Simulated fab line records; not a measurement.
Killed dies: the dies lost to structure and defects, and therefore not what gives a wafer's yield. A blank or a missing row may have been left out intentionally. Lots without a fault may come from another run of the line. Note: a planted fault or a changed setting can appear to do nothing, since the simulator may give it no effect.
Commonality check across tools :: flow nand-harc :: 36 wafers sampled across 12 lots

## WHY IT WAS OPENED
On 2 of the 12 lots, a flag is raised at NHARC_A_ZERO_WELL_INSPECT_17 on the reading raw-defect-count. Fault-free wafers read 9, with a standard deviation of 5.4.
Rule: a lot gets a flag if all its wafers with a number sit over 4 standard deviations from that mean, or if no wafer of it has a number. The other lots count as sound.

lot: L284
measured: day 6 12:58
on: defect-inspect-01
raw-defect-count, wafer by wafer: 8 7 6
flag: 

lot: L285
measured: day 6 13:57
on: defect-inspect-01
raw-defect-count, wafer by wafer: 10 11 10
flag: 

lot: L287
measured: day 7 00:52
on: defect-inspect-01
raw-defect-count, wafer by wafer: 6 11 16
flag: 

lot: L288
measured: day 7 13:51
on: defect-inspect-01
raw-defect-count, wafer by wafer: 16 11 6
flag: 

lot: L293
measured: day 8 11:44
on: defect-inspect-02
raw-defect-count, wafer by wafer: 620 609 626
flag: FLAGGED

lot: L294
measured: day 9 04:46
on: defect-inspect-02
raw-defect-count, wafer by wafer: 608 641 599
flag: FLAGGED

lot: L297
measured: day 10 03:30
on: defect-inspect-02
raw-defect-count, wafer by wafer: 14 6 10
flag: 

lot: L300
measured: day 10 14:00
on: defect-inspect-01
raw-defect-count, wafer by wafer: 7 8 8
flag: 

lot: L302
measured: day 11 04:41
on: defect-inspect-01
raw-defect-count, wafer by wafer: 3 5 6
flag: 

lot: L304
measured: day 11 18:31
on: defect-inspect-01
raw-defect-count, wafer by wafer: 13 23 10
flag: 

lot: L305
measured: day 11 22:35
on: defect-inspect-02
raw-defect-count, wafer by wafer: 5 8 6
flag: 

lot: L307
measured: day 12 22:25
on: defect-inspect-02
raw-defect-count, wafer by wafer: 5 5 10
flag: 
The numbers of the flagged lots are 617 on average: +608 against the usual, or +99 or more standard deviations.

## LOT BY LOT: THE TOOL USED
The record holds 2 process steps before the reading, out of a route of 1159 steps. In each cell: the tool, then ch and the chambers that the sampled wafers went through, then the start.
lot: L284
flag: 
NHARC_P_BONDPAD_DESCUM_11: rie-diel-10 ch 1,2, day 6 07:36
NHARC_A_ZERO_WELL_STRIP_14: wet-bench-05 ch 0,1,7, day 6 11:58

lot: L285
flag: 
NHARC_P_BONDPAD_DESCUM_11: rie-diel-11 ch 0,2, day 6 08:38
NHARC_A_ZERO_WELL_STRIP_14: wet-bench-09 ch 0,2,3, day 6 12:58

lot: L287
flag: 
NHARC_P_BONDPAD_DESCUM_11: rie-diel-08 ch 0,2,3, day 6 19:11
NHARC_A_ZERO_WELL_STRIP_14: wet-bench-06 ch 1,2,4, day 6 23:43

lot: L288
flag: 
NHARC_P_BONDPAD_DESCUM_11: rie-diel-10 ch 1,2, day 7 08:27
NHARC_A_ZERO_WELL_STRIP_14: wet-bench-09 ch 0,1,5, day 7 12:53

lot: L293
flag: FLAGGED
NHARC_P_BONDPAD_DESCUM_11: rie-diel-10 ch 0,2,3, day 8 06:24
NHARC_A_ZERO_WELL_STRIP_14: wet-bench-09 ch 0,1,7, day 8 10:45

lot: L294
flag: FLAGGED
NHARC_P_BONDPAD_DESCUM_11: rie-diel-08 ch 0,1,3, day 8 23:25
NHARC_A_ZERO_WELL_STRIP_14: wet-bench-09 ch 1,2,4, day 9 03:49

lot: L297
flag: 
NHARC_P_BONDPAD_DESCUM_11: rie-diel-10 ch 1,2, day 9 22:01
NHARC_A_ZERO_WELL_STRIP_14: wet-bench-06 ch 4,5,6, day 10 02:33

lot: L300
flag: 
NHARC_P_BONDPAD_DESCUM_11: rie-diel-08 ch 1,2,3, day 10 08:26
NHARC_A_ZERO_WELL_STRIP_14: wet-bench-05 ch 2,5,6, day 10 13:04

lot: L302
flag: 
NHARC_P_BONDPAD_DESCUM_11: rie-diel-11 ch 0,1,3, day 10 23:16
NHARC_A_ZERO_WELL_STRIP_14: wet-bench-05 ch 4,5,7, day 11 03:43

lot: L304
flag: 
NHARC_P_BONDPAD_DESCUM_11: rie-diel-08 ch 0,1,3, day 11 13:09
NHARC_A_ZERO_WELL_STRIP_14: wet-bench-05 ch 2,5,6, day 11 17:33

lot: L305
flag: 
NHARC_P_BONDPAD_DESCUM_11: rie-diel-08 ch 0,2,3, day 11 17:13
NHARC_A_ZERO_WELL_STRIP_14: wet-bench-06 ch 3,4,6, day 11 21:38

lot: L307
flag: 
NHARC_P_BONDPAD_DESCUM_11: rie-diel-08 ch 0,2,3, day 12 17:08
NHARC_A_ZERO_WELL_STRIP_14: wet-bench-06 ch 1,3,5, day 12 21:28
What the steps here do:
- NHARC_P_BONDPAD_DESCUM_11: chemistry O2, time 3 s.
- NHARC_A_ZERO_WELL_STRIP_14: strips in SPM, time 900 s.
- NHARC_A_ZERO_WELL_INSPECT_17

## FLAGGED AGAINST TOTAL, ONE TOOL AT A TIME (gauges that did the reading follow at the end)
step: NHARC_P_BONDPAD_DESCUM_11
tool: rie-diel-08
lots run: 6
flagged: 1
share of the flagged lots: some
sound lots run after its first flagged lot: 4 (L300,L304,L305,L307)

step: NHARC_P_BONDPAD_DESCUM_11
tool: rie-diel-10
lots run: 4
flagged: 1
share of the flagged lots: some
sound lots run after its first flagged lot: 1 (L297)

step: NHARC_P_BONDPAD_DESCUM_11
tool: rie-diel-11
lots run: 2
flagged: 0
share of the flagged lots: none
sound lots run after its first flagged lot: -

step: NHARC_A_ZERO_WELL_STRIP_14
tool: wet-bench-05
lots run: 4
flagged: 0
share of the flagged lots: none
sound lots run after its first flagged lot: -

step: NHARC_A_ZERO_WELL_STRIP_14
tool: wet-bench-06
lots run: 4
flagged: 0
share of the flagged lots: none
sound lots run after its first flagged lot: -

step: NHARC_A_ZERO_WELL_STRIP_14
tool: wet-bench-09
lots run: 4
flagged: 2
share of the flagged lots: all
sound lots run after its first flagged lot: 0

step: NHARC_A_ZERO_WELL_INSPECT_17
tool: defect-inspect-01
lots run: 7
flagged: 0
share of the flagged lots: none
sound lots run after its first flagged lot: -

step: NHARC_A_ZERO_WELL_INSPECT_17
tool: defect-inspect-02
lots run: 5
flagged: 2
share of the flagged lots: all
sound lots run after its first flagged lot: 3 (L297,L305,L307)

## WHAT THE TABLE ALLOWS
2 rows of the table ran every flagged lot: wet-bench-09 at NHARC_A_ZERO_WELL_STRIP_14, defect-inspect-02 at NHARC_A_ZERO_WELL_INSPECT_17.
- wet-bench-09 at NHARC_A_ZERO_WELL_STRIP_14 ran 4 lots, 2 of them flagged. A fault beginning between L288 (day 7 12:53), its last sound lot, and L293 (day 8 10:45), its first flagged one, fits the data.
- defect-inspect-02 at NHARC_A_ZERO_WELL_INSPECT_17 ran 5 lots, 2 of them flagged. After the first flagged lot (L297, L305, L307), sound lots still ran on it; a lasting fault on the whole tool would not permit that.
Just one tool remains: wet-bench-09 at NHARC_A_ZERO_WELL_STRIP_14.

## WHAT HAD BEEN PUT IN BY THE SIMULATOR
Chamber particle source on wet-bench-09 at NHARC_A_ZERO_WELL_STRIP_14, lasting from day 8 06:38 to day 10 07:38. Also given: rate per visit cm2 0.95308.
Lots struck among those shown: L293, L294. The same result came from the rule above.
